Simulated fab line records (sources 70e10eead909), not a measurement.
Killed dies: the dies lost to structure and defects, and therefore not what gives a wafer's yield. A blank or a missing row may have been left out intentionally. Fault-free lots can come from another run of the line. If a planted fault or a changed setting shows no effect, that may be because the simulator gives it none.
Which tool is to blame? ; flow nand-harc ; 18 wafers from 6 lots sampled at 5 of the route's 1302 steps

WHAT THE GAUGES READ, wafer by wafer
NHARC_END_SORT_01.
lot;measured;on;killed-at-array
L914;day 31 08:20;prober-01;674 671 665

EACH LOT AND THE TOOL THAT RAN IT (in order: tool; ch and the chambers of the sampled wafers; start)
lot;NHARC_A_STAIRCASE_DEP_156;NHARC_A_STAIRCASE_ETCH_170;NHARC_A_STAIRCASE_ETCH_13;NHARC_A_STAIRCASE_ETCH_23
L898;pecvd-01 ch 0,1, day 16 11:49;rie-diel-09 ch 0,1,2, day 16 14:46 or earlier;rie-diel-04 ch 0,1,3, day 16 14:46;rie-diel-04 ch 0,2,3, no start
L904;pecvd-04 ch 1,2, day 18 13:38;rie-diel-04 ch 0,2,3, day 18 16:43 or earlier;rie-diel-09 ch 0,1,2, day 18 16:43;rie-diel-13 ch 1,3, no start
L905;pecvd-04 ch 0,2, day 19 02:26;rie-diel-09 ch 1,3, day 19 05:41 or earlier;rie-diel-04 ch 0,1, day 19 05:41;rie-diel-09 ch 1,3, no start
L914;pecvd-01 ch 0,2, day 22 09:58;rie-diel-04 ch 0,2,3, day 22 16:15 or earlier;rie-diel-09 ch 0,1, day 22 16:15;rie-diel-09 ch 0,3, day 31 08:20 or earlier
L918;pecvd-01 ch 0,2, day 24 07:02;rie-diel-04 ch 2,3, day 24 09:49 or earlier;rie-diel-04 ch 1,2, day 24 09:49;rie-diel-04 ch 1,2,3, no start
L920;pecvd-01 ch 1,2, day 25 09:56;rie-diel-09 ch 0,3, day 25 12:58 or earlier;rie-diel-13 ch 0,2, day 25 12:58;rie-diel-13 ch 0,1,2, no start
- NHARC_A_STAIRCASE_DEP_156: deposits SiNx, target thk 50 nm.
- NHARC_A_STAIRCASE_ETCH_170: etches the open film in C4F6/O2, target depth 200 nm, time 66.667 s.
- NHARC_A_STAIRCASE_ETCH_13: etches the open film in C4F8/O2, target depth 100 nm, time 40.5 s.
- NHARC_A_STAIRCASE_ETCH_23: etches the open film in C4F8/O2, target depth 100 nm, time 40.5 s.

THE ANSWER, worked out from the rows above alone
Rule: what is usual is taken from the lots themselves. The widest of any qualifying gaps counts: lots, ordered by their means at a reading, are off when they make up no more than a third of the lots, leave a main group of 4 or more, and stand apart from it by 3 or more times the standard deviation of that group's means. If all means in a main group match to the digits the tables above print for the reading, that group is not used. Also off: a lot with no number at a reading for which 4 or more lots have one. Any other lot the step has rows for is counted as sound.
No lot is off at any reading shown: from this, nothing can be told.

WHAT HAD BEEN PUT IN BY THE SIMULATOR
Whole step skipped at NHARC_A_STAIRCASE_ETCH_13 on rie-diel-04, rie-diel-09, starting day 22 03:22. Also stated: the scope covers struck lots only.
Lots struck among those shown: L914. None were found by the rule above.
